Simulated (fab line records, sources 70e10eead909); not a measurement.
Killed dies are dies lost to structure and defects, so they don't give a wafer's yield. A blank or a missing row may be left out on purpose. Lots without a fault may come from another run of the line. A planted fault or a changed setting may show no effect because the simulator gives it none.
fab line records | flow nand_harc
record lots=23 wafers=69 last_day=25
route steps=1159 shown A_STAIRCASE@701 A_SGD_CUT@760
lots that met no fault: from a run of the same line without faults
start_h: hours from the record's first day to the start of the lot's first wafer shown | wait_h: hours since the lot's step before | " the same as in the row above | L1.1+2: a row that stands for several wafers | - no value, or no start given | * or withheld: withheld | < > ~ a bound
route shown NAME@n: a module of which the file shows steps, and the number in the route of the first | usual: mean/standard deviation of fault-free wafers | same: alike in all rows | chamber/n: place in a boat | sites: the reading at each site | _std_site: their standard deviation | _edge_site: outer sites' mean less inner sites' | radius_mm: how far each site lies from the wafer's centre | mask NAME#n: copy n | behind: the tool/chamber that last shaped the wafer | hold: why the lot was held/for how many hours/how that ended | device: the transistor (n, p or np) that didn't switch | end of line: the same wafers' tests at the end of the route | a step without rows: its recipe alone | killed: dies lost to structure and defects at the first sort, not the wafer's yield | map: a wafer's dies, x killed, . not, _ none there
set.NAME: the setting as run; set.NAME@STEP: as run at that earlier step | model.NAME: the simulator's own value behind a step, which no gauge read
steps of the route over a sample of lots; a table a step, a row a wafer
services: from which hour (start_h, from the record's first day; less than 0 if before it) a tool's chamber was out of use, for how many hours, and why
## steps
# step NHARC_A_STAIRCASE_DEP_417
# recipe target_thk_a=600 step_coverage_pct=20 temp_c=400 target_thk_nm=60 flow_sccm=200 rf_w=450 material=Si3N4
# usual heater_power_w=687/71
# columns lot.wafer tool chamber start_h wait_h heater_power_w
L074.3 pecvd-01 0 268.57 - 623
L074.4 " 1 " " 614
L074.6 " 2 " " 785
L075.3 pecvd-03 1 270.08 - 842
L075.5 " 0 " " 831
L075.6 " 1 " " 827
L077.3 pecvd-02 1 272.39 - 651
L077.2 " 2 " " 633
L077.4 " 1 " " 686
L076.2 pecvd-03 0 279.00 - 807
L076.1 " 2 " " 620
L076.5 " 0 " " 797
L078.2 pecvd-01 0 279.44 - 633
L078.5 " 0 " " 652
L078.4 " 1 " " 526
L079.1 pecvd-01 2 281.11 - 813
L079.6 " 2 " " 815
L079.5 " 0 " " 630
L080.2 pecvd-02 2 304.69 - 669
L080.1 " 0 " " 577
L080.3 " 1 " " 731
L081.3 pecvd-01 2 316.60 - 695
L081.1 " 0 " " 668
L081.6 " 2 " " 714
L082.3 pecvd-03 2 317.07 - 635
L082.1 " 0 " " 666
L082.6 " 0 " " 668
L084.1 pecvd-03 1 319.93 - 689
L084.5 " 2 " " 712
L084.4 " 1 " " 695
L083.2 pecvd-01 2 321.01 - 803
L083.4 " 1 " " 628
L083.6 " 0 " " 646
L089.2 pecvd-03 0 338.93 - 752
L089.3 " 1 " " 707
L089.6 " 0 " " 766
L085.1 pecvd-03 2 339.25 - 601
L085.2 " 0 " " 690
L085.4 " 1 " " 784
L086.1 pecvd-03 1 344.25 - 718
L086.3 " 0 " " 753
L086.5 " 0 " " 750
L087.3 pecvd-03 0 344.88 - 755
L087.5 " 1 " " 670
L087.6 " 0 " " 728
L088.3 pecvd-03 0 349.83 - 742
L088.1 " 2 " " 654
L088.5 " 1 " " 751
L090.1 pecvd-02 0 357.60 - 635
L090.2 " 1 " " 681
L090.6 " 2 " " 768
L091.3 pecvd-02 0 364.25 - 636
L091.2 " 1 " " 689
L091.4 " 1 " " 687
L092.4 pecvd-02 2 377.79 - 728
L092.5 " 0 " " 597
L092.6 " 1 " " 597
L094.1 pecvd-01 2 391.89 - 719
L094.2 " 0 " " 739
L094.3 " 1 " " 640
L093.3 pecvd-03 0 393.44 - 672
L093.4 " 0 " " 679
L093.5 " 2 " " 623
L096.2 pecvd-01 0 397.44 - 746
L096.3 " 1 " " 583
L096.4 " 0 " " 751
L097.2 pecvd-03 1 411.01 - 715
L097.3 " 2 " " 600
L097.6 " 2 " " 601
# step NHARC_A_STAIRCASE_DEP_322
# recipe target_thk_a=38000 temp_c=400 target_thk_nm=3800 teos_flow_sccm=200 rf_w=500 material=SiO2
# usual heater_power_w=624/78
# columns lot.wafer tool chamber start_h wait_h heater_power_w
L075.3 pecvd-01 2 287.65 0.2 767
L075.6 " 1 " " 506
L075.5 " 0 " " 608
L074.3 pecvd-03 2 287.74 0.3 567
L074.4 " 1 " " 651
L074.6 " 2 " " 550
L077.2 pecvd-01 2 293.78 0.1 769
L077.3 " 0 " " 662
L077.4 " 0 " " 599
L079.1 pecvd-02 0 298.99 0.2 558
L079.5 " 2 " " 598
L079.6 " 0 " " 462
L078.2 pecvd-01 0 299.08 0.3 720
L078.4 " 1 " " 503
L078.5 " 0 " " 600
L076.1 pecvd-01 0 299.46 0.6 736
L076.2 " 1 " " 630
L076.5 " 0 " " 624
L080.1 pecvd-03 1 326.93 0.1 658
L080.3 " 2 " " 614
L080.2 " 0 " " 683
L083.2 pecvd-03 2 341.19 0.1 535
L083.4 " 2 " " 534
L083.6 " 0 " " 639
L082.1 pecvd-03 0 341.76 0.6 787
L082.3 " 2 " " 627
L082.6 " 2 " " 531
L081.1 pecvd-03 1 342.31 1.2 756
L081.3 " 2 " " 636
L081.6 " 2 " " 536
L084.1 pecvd-03 0 342.89 1.7 793
L084.5 " 0 " " 630
L084.4 " 2 " " 536
L085.1 pecvd-02 1 362.91 0.1 668
L085.2 " 2 " " 609
L085.4 " 1 " " 559
L089.2 pecvd-03 1 363.06 0.2 621
L089.3 " 1 " " 617
L089.6 " 2 " " 529
L087.3 pecvd-02 0 363.69 0.8 566
L087.5 " 2 " " 595
L087.6 " 0 " " 495
L086.1 pecvd-03 2 363.78 0.9 594
L086.3 " 2 " " 532
L086.5 " 1 " " 624
L088.3 pecvd-02 1 372.93 0.1 682
L088.1 " 0 " " 589
L088.5 " 0 " " 501
L090.2 pecvd-03 0 379.20 0.1 713
L090.1 " 1 " " 635
L090.6 " 2 " " 542
L091.2 pecvd-03 1 385.12 0.1 789
L091.3 " 2 " " 568
L091.4 " 0 " " 637
L092.5 pecvd-02 1 399.49 0.3 579
L092.6 " 2 " " 588
L092.4 " 0 " " 505
L094.2 pecvd-03 0 412.63 0.1 695
L094.1 " 1 " " 699
L094.3 " 2 " " 662
L093.3 pecvd-02 0 412.63 0.1 563
L093.4 " 0 " " 497
L093.5 " 1 " " 563
L096.3 pecvd-03 1 420.14 0.2 766
L096.2 " 2 " " 631
L096.4 " 1 " " 619
L097.3 pecvd-03 1 433.20 0.2 761
L097.2 " 2 " " 525
L097.6 " 2 " " 527
# step NHARC_A_STAIRCASE_DESCUM_443
# recipe time_s=3 o2_flow_sccm=200 ar_flow_sccm=0 bias_power_w=0 chemistry=O2
# usual chamber_pressure_mTorr=60.00/0.051 drypump_motor_current_A=5.8/0.43 oes_product_au=1.003/0.013 rf_vpp_V=57.7/0.93 showerhead_plenum_p_Torr=1.92/0.079 throttle_valve_pct=11.311/0.0086
# same bias_power_w=0
# columns lot.wafer tool chamber start_h wait_h chamber_pressure_mTorr drypump_motor_current_A oes_product_au rf_hours_counter_h rf_vpp_V showerhead_plenum_p_Torr throttle_valve_pct
L075.3 rie_diel-01 1 304.89 - 59.99 5.2 0.990 52 59.5 2.06 11.331
L075.6 " 3 " " 59.99 5.0 0.995 - 57.8 2.00 11.315
L075.5 " 0 " " 59.85 5.8 0.993 - 57.5 1.76 11.303
L074.3 rie_diel-03 1 305.21 - 60.04 5.6 0.997 29 57.8 1.86 11.302
L074.4 " 3 " " 59.93 5.6 0.989 28 58.1 1.89 11.312
L074.6 " 1 " " 60.02 5.6 0.997 - 58.0 1.86 11.312
L077.2 rie_diel-03 2 310.26 - 60.06 5.5 1.007 30 58.7 1.96 11.307
L077.3 " 3 " " 60.10 5.6 0.990 30 56.7 1.89 11.307
L077.4 " 0 " " 60.02 5.7 1.008 32 58.3 1.95 11.309
L076.1 rie_diel-01 3 314.90 - 60.03 5.0 1.001 53 60.2 2.00 11.307
L076.2 " 2 " " 59.97 6.3 0.988 58 57.0 2.02 11.307
L076.5 " 0 " " 60.11 5.9 1.004 - 56.8 1.76 11.321
L079.1 rie_diel-08 2 315.08 - 59.95 6.2 1.015 1 56.9 1.94 11.307
L079.6 " 3 " " 60.02 6.5 1.027 - 57.2 1.82 11.299
L079.5 " 0 " " 59.97 6.2 1.018 - 57.8 1.91 11.320
L078.2 rie_diel-03 0 315.26 - 60.02 5.7 1.010 34 55.9 1.95 11.332
L078.4 " 1 " " 60.07 5.6 1.005 33 56.9 1.85 11.310
L078.5 " 2 " " 60.05 5.5 1.015 - 58.8 1.96 11.307
L080.2 rie_diel-01 3 344.68 - 59.99 5.0 0.995 3 57.5 1.99 11.307
L080.3 " 0 " " 60.11 5.9 0.995 3 58.9 2.08 11.326
L080.1 " 1 " " 59.90 5.2 0.999 3 58.5 2.05 11.308
L083.4 rie_diel-03 0 356.27 - 60.09 5.7 1.008 47 58.7 1.95 11.300
L083.2 " 3 " " 59.98 5.6 0.986 47 57.0 1.88 11.301
L083.6 " 0 " " 60.06 5.7 1.005 - 55.9 1.95 11.318
L081.3 rie_diel-08 2 356.32 - 59.94 6.2 1.013 18 58.1 1.94 11.309
L081.1 " 3 " " 60.03 6.5 1.024 16 57.3 1.82 11.303
L081.6 " 0 " " 59.95 6.2 1.000 - 58.3 1.91 11.318
L084.4 rie_diel-03 1 356.34 - 60.09 5.7 0.999 46 56.8 1.85 11.315
L084.1 " 3 " " 59.97 5.6 1.003 47 56.7 1.88 11.318
L084.5 " 2 " " 60.07 5.5 1.004 - 57.9 1.96 11.303
L082.3 rie_diel-08 1 356.40 - 60.08 6.0 1.009 18 58.9 1.85 11.318
L082.1 " 2 " " 60.08 6.2 1.014 18 57.1 1.94 11.323
L082.6 " 3 " " 60.06 6.5 1.026 - 57.0 1.82 11.317
L085.1 rie_diel-01 0 379.51 - 60.03 5.8 0.996 13 58.4 2.07 11.322
L085.2 " 1 " " 60.03 5.2 0.996 13 58.8 2.05 11.300
L085.4 " 2 " " 59.96 6.3 0.976 13 58.2 2.02 11.303
L086.3 rie_diel-08 1 379.56 - 60.01 6.0 1.003 24 56.6 1.84 11.320
L086.1 " 2 " " 59.95 6.2 1.013 25 58.6 1.94 11.317
L086.5 " 3 " " 59.94 6.5 1.047 - 56.8 1.81 11.305
L087.3 rie_diel-03 2 379.61 - 59.95 5.5 1.017 53 57.5 1.95 11.304
L087.5 " 3 " " 60.00 5.6 0.991 - 58.2 1.88 11.309
L087.6 " 0 " " 60.01 5.7 1.008 - 56.2 1.94 11.301
L089.3 rie_diel-03 2 379.63 - 59.99 5.5 1.010 53 59.9 1.95 11.313
L089.2 " 3 " " 60.00 5.6 0.994 56 57.6 1.88 11.306
L089.6 " 2 " " 59.99 5.5 1.012 - 58.4 1.95 11.311
L088.3 rie_diel-08 0 391.71 - 60.07 6.2 1.020 27 57.0 1.90 11.315
L088.1 " 1 " " 59.91 6.0 0.993 29 57.8 1.84 11.304
L088.5 " 0 " " 60.00 6.2 1.018 - 57.3 1.90 11.303
L090.2 rie_diel-01 0 397.51 - 60.06 5.9 0.995 21 58.1 2.07 11.304
L090.1 " 2 " " 60.00 6.3 0.977 20 58.8 2.01 11.328
L090.6 " 1 " " 59.99 5.2 0.990 - 57.4 2.05 11.335
L091.2 rie_diel-08 3 401.73 - 59.97 6.5 1.024 31 56.9 1.81 11.296
L091.3 " 1 " " 60.08 6.1 0.995 33 58.7 1.84 11.310
L091.4 " 2 " " 59.98 6.3 0.991 33 57.7 1.93 11.315
L092.4 rie_diel-03 2 420.70 - 59.87 5.5 1.013 8 58.7 1.95 11.310
L092.6 " 2 " " 60.02 5.5 1.012 - 58.6 1.95 11.309
L092.5 " 3 " " 59.94 5.5 1.013 - 57.6 1.88 11.308
L094.2 rie_diel-03 3 430.71 - 60.02 5.6 1.012 12 58.9 1.88 11.305
L094.3 " 0 " " 59.95 5.7 0.988 12 56.8 1.94 11.313
L094.1 " 2 " " 60.00 5.5 1.002 12 55.7 1.95 11.306
L093.3 rie_diel-01 2 430.74 - 59.95 6.4 0.979 33 59.7 2.01 11.326
L093.4 " 0 " " 59.98 5.8 0.993 32 57.7 2.07 11.310
L093.5 " 2 " " 60.09 6.3 0.968 - 56.5 2.01 11.329
L096.2 rie_diel-08 2 436.77 - 59.96 6.2 1.003 44 57.4 1.93 11.305
L096.4 " 3 " " 59.94 6.5 1.018 43 57.7 1.81 11.326
L096.3 " 0 " " 59.97 6.2 1.024 43 57.0 1.90 11.303
L097.2 rie_diel-08 2 452.25 - 60.03 6.2 1.016 49 57.8 1.93 11.303
L097.3 " 3 " " 59.98 6.5 1.016 49 56.3 1.81 11.318
L097.6 " 2 " " 60.05 6.2 1.010 - 57.1 1.93 11.310
# step NHARC_A_SGD_CUT_INSPECT_11
# usual raw_defect_count=17/8.7
# columns lot.wafer tool chamber start_h wait_h raw_defect_count
L075.3 defect_inspect-01 - 310.97 0.0 18
L075.5 " - " " 24
L075.6 " - " " 19
L074.3 defect_inspect-01 - 311.19 0.0 5
L074.4 " - " " 5
L074.6 " - " " 12
L077.2 defect_inspect-02 - 316.18 0.0 20
L077.3 " - " " 13
L077.4 " - " " 20
L076.1 defect_inspect-02 - 320.72 0.0 9
L076.2 " - " " 16
L076.5 " - " " 2
L079.1 defect_inspect-01 - 321.01 0.0 11
L079.5 " - " " 11
L079.6 " - " " 10
L078.2 defect_inspect-02 - 321.23 0.0 19
L078.4 " - " " 24
L078.5 " - " " 16
L080.1 defect_inspect-01 - 351.25 0.0 18
L080.2 " - " " 19
L080.3 " - " " 32
L083.2 defect_inspect-02 - 362.30 0.0 35
L083.4 " - " " 31
L083.6 " - " " 32
L081.1 defect_inspect-01 - 362.50 0.0 26
L081.3 " - " " 15
L081.6 " - " " 37
L084.1 defect_inspect-01 - 363.73 0.0 13
L084.4 " - " " 13
L084.5 " - " " 15
L082.1 defect_inspect-02 - 364.23 0.0 12
L082.3 " - " " 7
L082.6 " - " " 8
L087.3 defect_inspect-02 - 385.50 0.0 11
L087.5 " - " " 11
L087.6 " - " " 11
L085.1 defect_inspect-02 - 385.65 0.0 15
L085.2 " - " " 13
L085.4 " - " " 11
L086.1 defect_inspect-01 - 385.76 0.0 17
L086.3 " - " " 13
L086.5 " - " " 9
L089.2 defect_inspect-01 - 386.74 0.0 27
L089.3 " - " " 29
L089.6 " - " " 19
L088.1 defect_inspect-02 - 397.58 0.0 37
L088.3 " - " " 23
L088.5 " - " " 24
L090.1 defect_inspect-01 - 403.48 0.0 8
L090.2 " - " " 13
L090.6 " - " " 5
L091.2 defect_inspect-01 - 407.69 0.0 12
L091.3 " - " " 9
L091.4 " - " " 12
L092.4 defect_inspect-01 - 426.79 0.0 28
L092.5 " - " " 26
L092.6 " - " " 25
L094.1 defect_inspect-01 - 436.59 0.0 9
L094.2 " - " " 14
L094.3 " - " " 6
L093.3 defect_inspect-02 - 436.85 0.0 30
L093.4 " - " " 30
L093.5 " - " " 32
L096.2 defect_inspect-01 - 442.83 0.0 34
L096.3 " - " " 25
L096.4 " - " " 39
L097.2 defect_inspect-01 - 458.74 0.0 7
L097.3 " - " " 4
L097.6 " - " " 6
# step NHARC_A_SGD_CUT_ETCH_58
# recipe target_depth_a=390 over_etch_frac=0.3 time_s=65 ion_energy_ev=80 cf4_flow_sccm=150 ar_flow_sccm=0 rf_w=300 bias_w=100 chemistry=CF4
# usual bias_w=100.0/0.3 chamber_pressure_mTorr=50.00/0.043 drypump_motor_current_A=5.7/0.4 oes_product_au=1.002/0.014 rf_vpp_V=151.1/1.3 showerhead_plenum_p_Torr=1.75/0.08 throttle_valve_pct=13.284/0.01
# columns lot.wafer tool chamber start_h wait_h bias_w chamber_pressure_mTorr drypump_motor_current_A oes_product_au rf_hours_counter_h rf_vpp_V showerhead_plenum_p_Torr throttle_valve_pct
L075.3 rie_diel-09 2 311.13 0.1 99.3 49.98 5.6 1.016 4 151.7 1.77 13.301
L075.6 " 3 " " 100.1 49.96 5.8 1.002 - 150.3 1.68 13.299
L075.5 " 0 " " 99.5 49.98 5.3 0.986 - 152.7 1.85 13.283
L074.4 rie_diel-04 3 311.34 0.1 100.5 50.01 5.8 0.991 1 149.7 1.67 13.276
L074.3 " 0 " " 99.6 49.96 5.9 0.992 1 151.2 1.74 13.276
L074.6 " 2 " " 99.5 50.00 5.7 0.997 - 153.3 1.89 13.282
L077.2 rie_diel-04 0 316.33 0.1 99.7 50.04 5.9 0.993 1 150.9 1.74 13.274
L077.4 " 1 " " 99.5 49.98 5.9 1.033 1 149.6 1.69 13.288
L077.3 " 2 " " 100.2 49.95 5.7 1.003 1 152.6 1.89 13.280
L076.2 rie_diel-06 1 320.87 0.1 100.2 50.05 5.7 0.998 8 151.0 1.81 13.274
L076.1 " 2 " " 99.6 49.95 6.5 1.022 8 150.0 1.67 13.281
L076.5 " 0 " " 100.1 50.05 5.0 1.000 - 151.2 1.67 13.276
L079.1 rie_diel-04 0 321.16 0.1 100.0 49.99 5.8 0.989 2 152.2 1.74 13.285
L079.6 " 0 " " 99.3 49.98 5.9 0.987 - 150.9 1.74 13.282
L079.5 " 1 " " 100.4 49.96 5.9 1.024 - 150.7 1.69 13.285
L078.2 rie_diel-09 3 321.37 0.1 99.8 49.90 5.8 0.989 7 149.3 1.68 13.292
L078.4 " 0 " " 99.8 50.04 5.4 0.971 7 151.6 1.85 13.281
L078.5 " 0 " " 99.9 50.03 5.4 0.976 - 153.3 1.85 13.291
L080.3 rie_diel-06 2 351.40 0.1 99.7 50.05 6.5 1.013 10 148.3 1.67 13.284
L080.2 " 3 " " 99.9 49.97 5.2 0.980 9 153.2 1.84 13.269
L080.1 " 0 " " 100.2 49.94 5.0 1.004 11 150.5 1.67 13.280
L083.4 rie_diel-06 2 362.45 0.1 100.0 50.04 6.5 1.007 11 149.1 1.67 13.283
L083.2 " 3 " " 100.3 50.00 5.2 0.986 10 151.8 1.84 13.292
L083.6 " 1 " " 100.3 50.02 5.7 1.001 - 151.0 1.81 13.282
L081.3 rie_diel-04 0 362.65 0.1 100.2 49.97 5.8 0.991 4 151.3 1.74 13.291
L081.1 " 1 " " 99.5 49.97 5.9 1.017 4 150.9 1.69 13.270
L081.6 " 0 " " 100.0 50.02 5.8 0.998 - 151.2 1.74 13.300
L084.4 rie_diel-09 0 363.89 0.1 99.7 49.93 5.4 0.976 11 151.9 1.85 13.267
L084.1 " 1 " " 99.9 50.00 6.3 1.004 10 150.4 1.80 13.281
L084.5 " 2 " " 100.0 49.98 5.6 1.016 - 151.8 1.77 13.282
L082.1 rie_diel-06 3 364.38 0.1 100.4 50.05 5.2 0.989 10 151.9 1.84 13.277
L082.3 " 0 " " 99.6 50.02 5.0 0.999 12 148.7 1.67 13.275
L082.6 " 1 " " 99.8 50.04 5.7 0.994 - 150.9 1.81 13.285
L087.3 rie_diel-06 2 385.64 0.1 100.2 50.03 6.5 1.019 13 150.7 1.67 13.290
L087.5 " 2 " " 100.1 49.92 6.5 1.022 - 149.2 1.67 13.274
L087.6 " 3 " " 100.6 50.04 5.2 0.988 - 152.8 1.84 13.284
L085.2 rie_diel-09 1 385.80 0.1 100.0 49.99 6.3 1.004 13 150.8 1.80 13.266
L085.1 " 2 " " 99.0 49.99 5.5 1.011 12 150.8 1.77 13.294
L085.4 " 3 " " 100.3 49.99 5.8 0.999 14 149.3 1.68 13.272
L086.3 rie_diel-04 0 385.90 0.1 99.6 49.92 5.9 0.987 6 150.5 1.74 13.280
L086.1 " 2 " " 99.9 49.97 5.7 0.991 6 151.3 1.89 13.285
L086.5 " 1 " " 100.2 50.11 5.9 1.017 - 150.2 1.69 13.282
L089.3 rie_diel-06 3 386.89 0.1 100.0 50.00 5.2 0.990 12 152.5 1.84 13.283
L089.2 " 1 " " 100.3 50.02 5.7 0.982 14 151.4 1.81 13.268
L089.6 " 0 " " 99.5 49.99 5.0 0.991 - 149.8 1.67 13.280
L088.1 rie_diel-04 1 397.73 0.1 99.7 49.93 5.9 1.026 6 151.9 1.69 13.302
L088.3 " 3 " " 100.3 49.98 5.8 1.012 7 149.7 1.67 13.293
L088.5 " 1 " " 99.8 50.02 5.9 1.021 - 150.3 1.69 13.276
L090.2 rie_diel-04 0 403.63 0.1 100.0 49.96 5.9 1.000 7 150.1 1.74 13.289
L090.1 " 2 " " 99.6 50.03 5.7 0.996 8 152.4 1.89 13.281
L090.6 " 3 " " 100.4 50.00 5.8 1.018 - 148.9 1.67 13.300
L091.2 rie_diel-04 2 407.84 0.1 100.2 50.01 5.8 0.981 8 152.2 1.89 13.262
L091.4 " 3 " " 100.0 50.06 5.8 1.001 8 148.9 1.67 13.288
L091.3 " 0 " " 99.6 49.96 5.9 0.982 8 151.2 1.74 13.263
L092.4 rie_diel-04 2 426.94 0.1 99.9 49.97 5.8 0.976 9 152.9 1.89 13.283
L092.6 " 1 " " 100.3 49.97 5.9 1.017 - 149.5 1.69 13.298
L092.5 " 2 " " 99.8 49.99 5.7 0.985 - 152.9 1.89 13.287
L094.2 rie_diel-06 0 436.74 0.1 100.4 49.93 5.0 1.010 0 148.5 1.67 13.300
L094.3 " 2 " " 100.5 49.97 6.5 1.031 1 150.0 1.66 13.289
L094.1 " 3 " " 99.9 50.05 5.2 1.006 1 151.9 1.84 13.282
L093.3 rie_diel-04 1 437.00 0.1 100.1 49.99 5.9 1.021 9 150.6 1.69 13.296
L093.4 " 3 " " 100.0 49.97 5.8 1.006 11 151.6 1.67 13.293
L093.5 " 1 " " 100.4 50.01 5.9 1.029 - 151.1 1.69 13.264
L096.2 rie_diel-04 0 442.98 0.1 99.7 49.99 5.8 0.989 11 149.8 1.74 13.295
L096.4 " 2 " " 100.6 49.99 5.7 0.984 11 153.8 1.89 13.279
L096.3 " 3 " " 100.2 50.03 5.8 0.999 12 149.8 1.67 13.274
L097.3 rie_diel-06 0 458.90 0.1 100.0 50.06 5.0 0.991 2 150.7 1.67 13.290
L097.2 " 1 " " 99.7 50.00 5.7 0.990 3 151.9 1.81 13.286
L097.6 " 0 " " 99.8 49.99 5.0 0.991 - 150.1 1.67 13.287
# step NHARC_A_SGD_CUT_ETCHBACK_24
# recipe target_depth_a=500 over_etch_frac=0.3 time_s=92.857 ion_energy_ev=120 ch3f_flow_sccm=50 o2_flow_sccm=30 ar_flow_sccm=200 rf_w=500 bias_w=100 chemistry=CH3F/O2
# usual bias_w=100.01/0.27 chamber_pressure_mTorr=25.000/0.022 drypump_motor_current_A=5.7/0.41 oes_product_au=0.98/0.037 rf_vpp_V=244.1/1.8 showerhead_plenum_p_Torr=2.44/0.11 throttle_valve_pct=20.663/0.0092
# columns lot.wafer tool chamber start_h wait_h bias_w chamber_pressure_mTorr drypump_motor_current_A oes_product_au rf_hours_counter_h rf_vpp_V showerhead_plenum_p_Torr throttle_valve_pct
L075.3 rie_diel-09 1 317.20 0.1 99.71 25.013 6.3 0.91 5 245.3 2.50 20.651
L075.5 " 1 " " 99.78 24.970 6.3 0.91 - 246.0 2.50 20.669
L075.6 " 2 " " 99.93 25.002 5.5 0.94 - 245.6 2.46 20.674
L074.4 rie_diel-04 2 317.22 0.1 99.78 25.014 5.8 0.93 2 247.6 2.64 20.651
L074.3 " 3 " " 100.32 24.991 5.8 0.92 2 242.3 2.31 20.664
L074.6 " 1 " " 99.66 24.968 5.9 0.95 - 242.4 2.34 20.665
L077.4 rie_diel-06 1 322.15 0.1 99.64 25.041 5.6 1.01 8 245.7 2.52 20.663
L077.3 " 3 " " 99.85 24.966 5.2 0.99 6 245.8 2.56 20.673
L077.2 " 0 " " 99.84 25.009 5.0 1.00 8 242.4 2.32 20.670
L078.4 rie_diel-06 3 326.73 0.1 99.67 24.992 5.2 0.99 7 244.8 2.56 20.665
L078.2 " 2 " " 99.97 24.973 6.5 0.99 9 242.0 2.31 20.651
L078.5 " 3 " " 99.89 25.000 5.2 0.99 - 245.1 2.56 20.660
L076.1 rie_diel-04 3 326.73 0.1 100.68 25.001 5.8 0.99 3 242.1 2.31 20.668
L076.2 " 2 " " 100.00 25.012 5.7 0.98 3 246.9 2.64 20.668
L076.5 " 0 " " 100.24 24.977 5.8 0.99 - 244.9 2.41 20.663
L079.1 rie_diel-09 2 326.89 0.2 100.27 25.004 5.5 1.02 6 243.5 2.46 20.651
L079.5 " 1 " " 99.59 25.036 6.3 1.00 - 244.3 2.50 20.670
L079.6 " 2 " " 100.50 25.016 5.5 1.02 - 244.3 2.46 20.664
L080.3 rie_diel-09 2 357.28 0.1 100.24 24.997 5.5 1.02 9 244.3 2.46 20.652
L080.2 " 0 " " 99.97 25.007 5.3 0.98 11 247.0 2.58 20.651
L080.1 " 1 " " 100.30 25.016 6.3 1.01 10 245.1 2.50 20.663
L083.4 rie_diel-04 0 368.53 0.2 100.47 25.008 5.9 1.00 5 244.1 2.41 20.654
L083.2 " 1 " " 100.21 25.009 5.9 1.03 5 242.6 2.34 20.654
L083.6 " 0 " " 100.05 25.031 5.9 1.00 - 244.3 2.41 20.660
L084.4 rie_diel-06 3 368.53 0.1 99.54 25.002 5.2 0.99 10 245.3 2.56 20.673
L084.1 " 0 " " 99.75 24.970 5.0 1.01 12 243.0 2.32 20.667
L084.5 " 3 " " 99.96 24.974 5.2 0.99 - 245.4 2.56 20.673
L082.3 rie_diel-09 1 368.57 0.2 99.79 24.987 6.3 1.01 11 244.2 2.50 20.655
L082.1 " 3 " " 99.32 24.987 5.8 0.99 12 242.4 2.33 20.679
L082.6 " 1 " " 99.67 24.985 6.3 1.01 - 245.8 2.50 20.670
L081.3 rie_diel-09 1 368.71 0.2 99.89 25.025 6.3 1.02 11 244.8 2.50 20.659
L081.1 " 2 " " 99.57 24.991 5.5 1.02 10 245.2 2.46 20.646
L081.6 " 0 " " 99.97 24.986 5.4 0.98 - 245.9 2.58 20.659
L085.1 rie_diel-09 0 391.81 0.1 99.96 25.004 5.4 0.90 15 246.4 2.57 20.664
L085.2 " 2 " " 100.52 24.998 5.5 0.94 13 245.9 2.46 20.657
L085.4 " 3 " " 100.21 25.018 5.8 0.93 - 243.2 2.33 20.651
L086.3 rie_diel-04 1 391.81 0.2 99.87 24.987 5.9 0.95 6 241.8 2.34 20.648
L086.1 " 0 " " 100.01 25.024 5.8 0.93 6 245.2 2.41 20.679
L086.5 " 2 " " 100.07 25.030 5.7 0.93 - 247.4 2.64 20.675
L089.2 rie_diel-09 0 391.97 0.1 100.25 25.024 5.4 0.98 15 246.3 2.57 20.674
L089.3 " 2 " " 99.82 24.975 5.6 1.02 13 244.6 2.46 20.658
L089.6 " 0 " " 100.20 24.995 5.3 0.99 - 246.5 2.57 20.668
L087.3 rie_diel-06 0 392.00 0.2 100.11 25.015 5.0 0.92 14 241.3 2.32 20.670
L087.5 " 1 " " 99.94 24.991 5.7 0.91 - 243.5 2.52 20.669
L087.6 " 2 " " 99.71 24.991 6.5 0.93 - 242.6 2.31 20.668
L088.1 rie_diel-06 3 404.02 0.2 100.19 24.985 5.2 0.99 13 246.4 2.56 20.650
L088.3 " 1 " " 99.73 25.017 5.6 0.98 15 245.0 2.52 20.671
L088.5 " 3 " " 99.67 24.978 5.2 0.99 - 245.2 2.56 20.662
L091.3 rie_diel-06 2 411.48 0.1 100.17 24.991 6.5 1.03 16 243.1 2.31 20.673
L091.4 " 3 " " 100.61 25.014 5.2 1.00 14 244.1 2.56 20.667
L091.2 " 0 " " 100.32 25.000 5.0 0.99 16 242.1 2.32 20.660
L090.1 rie_diel-09 2 411.50 0.2 99.77 24.995 5.6 0.97 16 244.0 2.46 20.659
L090.2 " 3 " " 100.20 24.983 5.8 0.96 20 242.3 2.33 20.654
L090.6 " 2 " " 99.52 25.001 5.5 0.97 - 245.2 2.46 20.657
L092.4 rie_diel-06 1 433.09 0.2 100.02 25.010 5.7 1.00 0 244.9 2.52 20.690
L092.5 " 2 " " 100.38 24.979 6.5 1.02 - 242.5 2.31 20.664
L092.6 " 3 " " 99.81 25.023 5.2 1.02 - 245.3 2.56 20.661
L094.1 rie_diel-06 0 442.80 0.1 99.89 25.000 5.0 0.92 1 241.3 2.32 20.667
L094.2 " 1 " " 100.14 25.028 5.7 0.92 1 245.9 2.52 20.662
L094.3 " 3 " " 100.18 25.003 5.2 0.92 1 245.9 2.56 20.653
L093.4 rie_diel-09 0 442.83 0.2 100.29 24.991 5.4 0.99 0 246.5 2.57 20.663
L093.3 " 1 " " 99.93 25.032 6.3 1.00 0 243.1 2.50 20.669
L093.5 " 2 " " 100.27 24.989 5.5 1.01 - 243.8 2.46 20.667
L096.3 rie_diel-04 1 449.08 0.1 99.35 25.018 5.9 0.95 11 241.8 2.34 20.666
L096.4 " 2 " " 100.36 24.976 5.8 0.93 11 247.6 2.63 20.657
L096.2 " 3 " " 99.98 24.974 5.8 0.93 12 241.4 2.31 20.654
L097.3 rie_diel-04 3 464.78 0.2 100.45 24.964 5.8 1.01 13 241.9 2.31 20.652
L097.2 " 2 " " 99.84 24.995 5.8 0.99 12 246.7 2.63 20.662
L097.6 " 0 " " 100.10 24.972 5.8 1.00 - 243.6 2.41 20.669
## services
# columns tool chamber start_h hours kind
rie_diel-09 - 254.10 9.0 pm
rie_diel-08 3 265.31 3.5 repair
rie_diel-06 3 286.35 11.5 repair
rie_diel-04 - 288.90 9.0 pm
pecvd-03 - 292.59 13.0 pm
rie_diel-09 - 302.44 0.8 repair
pecvd-02 0 318.87 2.6 repair
pecvd-03 - 331.36 0.9 repair
pecvd-02 - 334.25 13.0 pm
pecvd-01 - 338.51 46.1 repair
rie_diel-04 - 345.11 3.8 repair
pecvd-03 0 360.79 7.0 repair
rie_diel-09 - 376.93 1.6 repair
rie_diel-09 1 387.03 26.8 repair
rie_diel-03 - 392.35 9.0 pm
rie_diel-09 0 394.11 5.0 repair
pecvd-03 2 395.36 10.0 repair
rie_diel-09 2 396.33 6.0 repair
rie_diel-04 1 415.73 2.4 repair
rie_diel-09 2 416.30 11.9 repair
rie_diel-06 - 418.20 9.0 pm
pecvd-01 - 418.24 13.0 pm
rie_diel-09 - 431.44 9.0 pm
rie_diel-03 0 446.08 1.9 repair
## key
fault none
